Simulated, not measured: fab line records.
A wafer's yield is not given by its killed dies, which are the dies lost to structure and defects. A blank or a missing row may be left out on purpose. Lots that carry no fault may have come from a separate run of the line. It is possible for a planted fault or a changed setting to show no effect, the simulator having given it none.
Which tool is to blame? | flow nand-harc | 36 wafers from 12 lots sampled at 5 of the route's 1302 steps

## WHAT THE GAUGES READ, wafer by wafer
NHARC_P_GATE_INSPECT_28.
lot  | measured     | on                | raw-defect-count
L191 | day 6 06:32  | defect-inspect-01 | 10 4 7
L192 | day 6 18:07  | defect-inspect-02 | 15 7 9
L194 | day 7 12:39  | defect-inspect-01 | 5 14 6
L195 | day 7 17:34  | defect-inspect-02 | 11 8 9
L197 | day 8 14:19  | defect-inspect-02 | 8 5 3
L200 | day 10 05:00 | defect-inspect-01 | 4 7 6
L201 | day 11 04:25 | defect-inspect-01 | 9 8 3
L206 | day 12 11:00 | defect-inspect-02 | 5 7 4
L208 | day 13 02:12 | defect-inspect-02 | 4 5 4
L207 | day 13 02:35 | defect-inspect-02 | 11 9 8
L210 | day 14 03:36 | defect-inspect-02 | 3 2 8
L211 | day 14 17:21 | defect-inspect-02 | 0 7 8

NHARC_END_SORT_01.
lot  | measured     | on        | killed-at-array | killed-at-other | killed-at-periphery | killed-dies | killed-open | killed-short
L191 | day 25 11:55 | prober-01 | 19 15 23        | 1 1 1           | 6 0 3               | 26 16 27    | 6 0 3       | 8 3 3
L201 | day 31 14:07 | prober-02 | 94 97 93        | 5 0 3           | 8 7 4               | 107 104 100 | 5 5 2       | 4 0 2
L207 | day 32 06:44 | prober-01 | 54 53 48        | 0 2 4           | 7 1 1               | 61 56 53    | 5 4 1       | 3 3 1

## TOOL THAT RAN EACH LOT (tool first, then ch and the chambers of the sampled wafers, then the start)
lot  | NHARC_P_GATE_DEVELOP_25           | NHARC_P_GATE_HM_OPEN_105                      | NHARC_P_GATE_ETCHBACK_37
L191 | litho-track-04 ch 0, day 6 06:00  | rie-diel-13 ch 0,1,2, day 25 11:55 or earlier | rie-diel-13 ch 0,1,2, day 25 11:55 or earlier
L192 | litho-track-01 ch 0, day 6 17:00  | rie-diel-10 ch 1,2,3, no start                | rie-diel-13 ch 0,1,2, no start
L194 | litho-track-06 ch 0, day 7 12:00  | rie-diel-13 ch 1,2, no start                  | rie-diel-10 ch 0,1,2, no start
L195 | litho-track-04 ch 0, day 7 17:00  | rie-diel-10 ch 0,1,3, no start                | rie-diel-07 ch 0,2,3, no start
L197 | litho-track-04 ch 0, day 8 14:00  | rie-diel-10 ch 0,3, no start                  | rie-diel-13 ch 2,3, no start
L200 | litho-track-04 ch 0, day 10 04:00 | rie-diel-07 ch 0,2,3, no start                | rie-diel-07 ch 0,1,2, no start
L201 | litho-track-04 ch 0, day 11 04:00 | rie-diel-13 ch 0,2,3, day 31 14:07 or earlier | rie-diel-10 ch 0,1,2, day 31 14:07 or earlier
L206 | litho-track-01 ch 0, day 12 10:00 | rie-diel-13 ch 1,2, no start                  | rie-diel-07 ch 1,2, no start
L208 | litho-track-01 ch 0, day 13 02:00 | rie-diel-13 ch 1,2,3, no start                | rie-diel-13 ch 0,2,3, no start
L207 | litho-track-01 ch 0, day 13 02:00 | rie-diel-10 ch 0,2,3, day 32 06:44 or earlier | rie-diel-10 ch 0,1, day 32 06:44 or earlier
L210 | litho-track-04 ch 0, day 14 03:00 | rie-diel-07 ch 0,1, no start                  | rie-diel-07 ch 0,1,3, no start
L211 | litho-track-04 ch 0, day 14 17:00 | rie-diel-10 ch 0,1,3, no start                | rie-diel-13 ch 0,2,3, no start
- NHARC_P_GATE_DEVELOP_25: develop time 35 s.
- NHARC_P_GATE_HM_OPEN_105: chemistry O2/COS, target depth 360 nm.
- NHARC_P_GATE_ETCHBACK_37: etches the open film in CHF3/O2, target depth 34.5 nm, time 17.2 s.

## WHAT THE TOOLS THEMSELVES READ (means of the sampled wafers that have a number; where no wafer has one, the mark that the record gives instead)
NHARC_P_GATE_DEVELOP_25.
lot  | tool           | developer-temp-C (C) | resist-line-temp-C (C)
L191 | litho-track-04 | 23.03                | 22.94
L192 | litho-track-01 | 22.94                | 23.05
L194 | litho-track-06 | 22.91                | 23.01
L195 | litho-track-04 | 23.05                | 23.02
L197 | litho-track-04 | 22.95                | 23.09
L200 | litho-track-04 | 22.08                | 22.93
L201 | litho-track-04 | 22.10                | 22.96
L206 | litho-track-01 | 23.07                | 22.98
L208 | litho-track-01 | 23.05                | 23.01
L207 | litho-track-01 | 23.03                | 22.89
L210 | litho-track-04 | 23.01                | 22.84
L211 | litho-track-04 | 23.00                | 23.13

NHARC_P_GATE_HM_OPEN_105.
lot  | tool        | bias-w (W) | drypump-motor-current-A (A) | oes-product-au (a.u.) | rf-vpp-V (V) | showerhead-plenum-p-Torr (Torr) | throttle-valve-pct (%)
L191 | rie-diel-13 | 299.7      | 5.5                         | 0.997                 | 469.7        | 3.25                            | 28.326
L192 | rie-diel-10 | 300.4      | 5.9                         | 0.988                 | 468.8        | 3.19                            | 28.324
L194 | rie-diel-13 | 299.6      | 5.2                         | 1.001                 | 470.1        | 3.28                            | 28.331
L195 | rie-diel-10 | 300.1      | 5.7                         | 0.999                 | 467.8        | 3.14                            | 28.337
L197 | rie-diel-10 | 300.3      | 5.6                         | 0.993                 | 468.6        | 3.20                            | 28.339
L200 | rie-diel-07 | 300.9      | 5.7                         | 0.997                 | 466.9        | 3.12                            | 28.327
L201 | rie-diel-13 | 299.6      | 5.7                         | 1.009                 | 468.9        | 3.21                            | 28.335
L206 | rie-diel-13 | 298.9      | 5.3                         | 0.994                 | 471.5        | 3.31                            | 28.337
L208 | rie-diel-13 | 299.7      | 5.4                         | 1.003                 | 470.1        | 3.28                            | 28.324
L207 | rie-diel-10 | 300.8      | 5.7                         | 0.992                 | 469.7        | 3.23                            | 28.327
L210 | rie-diel-07 | 300.4      | 6.2                         | 0.988                 | 464.7        | 3.02                            | 28.332
L211 | rie-diel-10 | 301.2      | 5.7                         | 0.992                 | 467.0        | 3.13                            | 28.338

NHARC_P_GATE_ETCHBACK_37.
lot  | tool        | bias-w (W) | drypump-motor-current-A (A) | oes-product-au (a.u.) | rf-vpp-V (V) | showerhead-plenum-p-Torr (Torr) | throttle-valve-pct (%)
L191 | rie-diel-13 | 199.8      | 5.5                         | 0.94                  | 372.3        | 2.50                            | 20.573
L192 | rie-diel-13 | 200.0      | 5.5                         | 0.93                  | 372.8        | 2.50                            | 20.563
L194 | rie-diel-10 | 200.0      | 5.9                         | 1.00                  | 371.9        | 2.44                            | 20.571
L195 | rie-diel-07 | 199.8      | 5.7                         | 0.91                  | 370.3        | 2.40                            | 20.563
L197 | rie-diel-13 | 200.2      | 5.3                         | 0.93                  | 372.1        | 2.50                            | 20.572
L200 | rie-diel-07 | 199.6      | 5.8                         | 0.92                  | 369.0        | 2.35                            | 20.562
L201 | rie-diel-10 | 200.0      | 5.9                         | 0.99                  | 371.0        | 2.44                            | 20.577
L206 | rie-diel-07 | 199.4      | 5.7                         | 0.92                  | 370.2        | 2.37                            | 20.568
L208 | rie-diel-13 | 199.5      | 5.7                         | 0.92                  | 372.3        | 2.47                            | 20.572
L207 | rie-diel-10 | 200.0      | 5.8                         | 0.92                  | 369.9        | 2.36                            | 20.580
L210 | rie-diel-07 | 199.7      | 6.1                         | 0.91                  | 369.9        | 2.38                            | 20.572
L211 | rie-diel-13 | 200.0      | 5.7                         | 1.00                  | 371.9        | 2.47                            | 20.570

## THE ANSWER, worked out from the rows above alone
Rule: what is usual is taken from the lots themselves. Put in order of their means at a reading, lots are off if they are a third of the lots or fewer, leave a main group of 4 or more, and stand apart from it by a gap of 3 or more times the standard deviation of the main group's means; of several such gaps the widest counts. A main group is skipped when, at the precision printed for the reading in the tables above, its means are all equal. A lot without any number at a reading at which 4 lots or more have one is off too. All remaining lots with rows at the step are treated as sound. The gauges are gone through in route order, then the tools' own readings, and for those a lot's mean is taken as printed above. The first step at which some lot is off is used, and at that step the reading that is off furthest; a lot without a number counts as furthest.
Off: L200, L201 (NHARC_P_GATE_DEVELOP_25, developer-temp-C). Main group: mean 23.00 C, sd 0.051.
A tool fits if, at that step or a process step before it, it ran every lot that is off, and no sound lot after the first of them. None of those tried fits.

## WHAT HAD BEEN PUT IN BY THE SIMULATOR
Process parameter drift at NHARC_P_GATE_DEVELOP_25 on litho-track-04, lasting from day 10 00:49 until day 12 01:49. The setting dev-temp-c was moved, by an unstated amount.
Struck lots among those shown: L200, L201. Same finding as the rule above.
